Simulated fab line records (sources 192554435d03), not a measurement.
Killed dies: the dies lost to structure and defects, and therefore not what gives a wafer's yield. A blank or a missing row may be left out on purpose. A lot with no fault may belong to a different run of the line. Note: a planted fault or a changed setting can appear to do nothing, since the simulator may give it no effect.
Matching of chambers + flow n5_finfet + 4 sister chambers for N5_MOL_CONTACT_COAG_ETCH_90 on rie_diel-05
The step etches SiARC in CF4, target depth 13 nm, time 21.7 s. 20 wafers are shown with their chamber, then 10 later ones without.

## WAFERS PAIRED WITH THEIR CHAMBERS
| wafer  | chamber | showerhead_plenum_p_Torr (Torr) | drypump_motor_current_A (A) | throttle_valve_pct (%) |
|--------|---------|---------------------------------|-----------------------------|------------------------|
| L074.2 | 1       | 2.20                            | 5.80                        | 15.54                  |
| L074.3 | 2       | 2.16                            | 6.15                        | 15.61                  |
| L074.6 | 1       | 2.20                            | 5.81                        | 15.56                  |
| L076.1 | 0       | 2.16                            | 5.59                        | 15.27                  |
| L076.4 | 2       | 2.16                            | 6.13                        | 15.62                  |
| L076.5 | 0       | 2.16                            | 5.55                        | 15.26                  |
| L081.2 | 2       | 2.16                            | 6.12                        | 15.67                  |
| L081.3 | 3       | 2.13                            | 5.88                        | 15.95                  |
| L081.5 | 3       | 2.13                            | 5.96                        | 15.96                  |
| L080.1 | 1       | 2.19                            | 5.79                        | 15.05                  |
| L080.2 | 3       | 2.13                            | 5.90                        | 15.95                  |
| L080.6 | 2       | 2.16                            | 6.18                        | 15.67                  |
| L085.2 | 3       | 2.13                            | 5.90                        | 15.96                  |
| L085.3 | 1       | 2.19                            | 5.81                        | 15.09                  |
| L085.6 | 0       | 2.15                            | 5.56                        | 15.31                  |
| L086.2 | 3       | 2.13                            | 5.95                        | 15.98                  |
| L086.3 | 1       | 2.19                            | 5.80                        | 15.09                  |
| L086.4 | 0       | 2.15                            | 5.62                        | 15.31                  |
| L088.2 | 0       | 2.15                            | 5.56                        | 15.32                  |
| L088.5 | 1       | 2.19                            | 5.79                        | 15.09                  |

SIGNATURES (means of the wafers above)
| reading                  | chamber 0 | chamber 1 | chamber 2 | chamber 3 | scatter within a chamber |
|--------------------------|-----------|-----------|-----------|-----------|--------------------------|
| showerhead_plenum_p_Torr | 2.1540    | 2.1933    | 2.1600    | 2.1300    | 0.00398                  |
| drypump_motor_current_A  | 5.5760    | 5.8000    | 6.1450    | 5.9180    | 0.0259                   |
| throttle_valve_pct       | 15.2940   | 15.2367   | 15.6425   | 15.9600   | 0.138                    |
Rule: distance of a wafer from a chamber = root of the sum over the readings of ((wafer's reading minus chamber's mean) / reading's scatter) squared. If the next closest chamber is less than 2 further off than the closest, the wafer can't be placed; otherwise it belongs to the closest. The scatter: the root of (the sum of the squares of (reading less its chamber's mean) over the shown wafers, divided by (wafers less chambers)).

## WAFERS MISSING THEIR CHAMBER
| wafer  | showerhead_plenum_p_Torr (Torr) | drypump_motor_current_A (A) | throttle_valve_pct (%) |
|--------|---------------------------------|-----------------------------|------------------------|
| L088.6 | 2.15                            | 6.16                        | 15.67                  |
| L091.3 | 2.15                            | 6.16                        | 15.69                  |
| L091.4 | 2.15                            | 5.57                        | 15.33                  |
| L091.6 | 2.19                            | 5.83                        | 15.10                  |
| L095.1 | 2.14                            | 5.59                        | 15.36                  |
| L095.4 | 2.12                            | 5.96                        | 15.48                  |
| L095.5 | 2.12                            | 5.90                        | 15.48                  |
| L096.3 | 2.12                            | 5.93                        | 15.49                  |
| L096.5 | 2.12                            | 5.94                        | 15.49                  |
| L096.6 | 2.14                            | 5.59                        | 15.37                  |

## CHAMBER TAKEN BY EACH
| wafer  | from the rows above | in truth |
|--------|---------------------|----------|
| L088.6 | 2                   | 2        |
| L091.3 | 2                   | 2        |
| L091.4 | 0                   | 0        |
| L091.6 | 1                   | 1        |
| L095.1 | 0                   | 0        |
| L095.4 | 3                   | 3        |
| L095.5 | 3                   | 3        |
| L096.3 | 3                   | 3        |
| L096.5 | 3                   | 3        |
| L096.6 | 0                   | 0        |
10 of 10 placed correctly. Can't be placed from these rows: 0. Wrongly placed: 0.
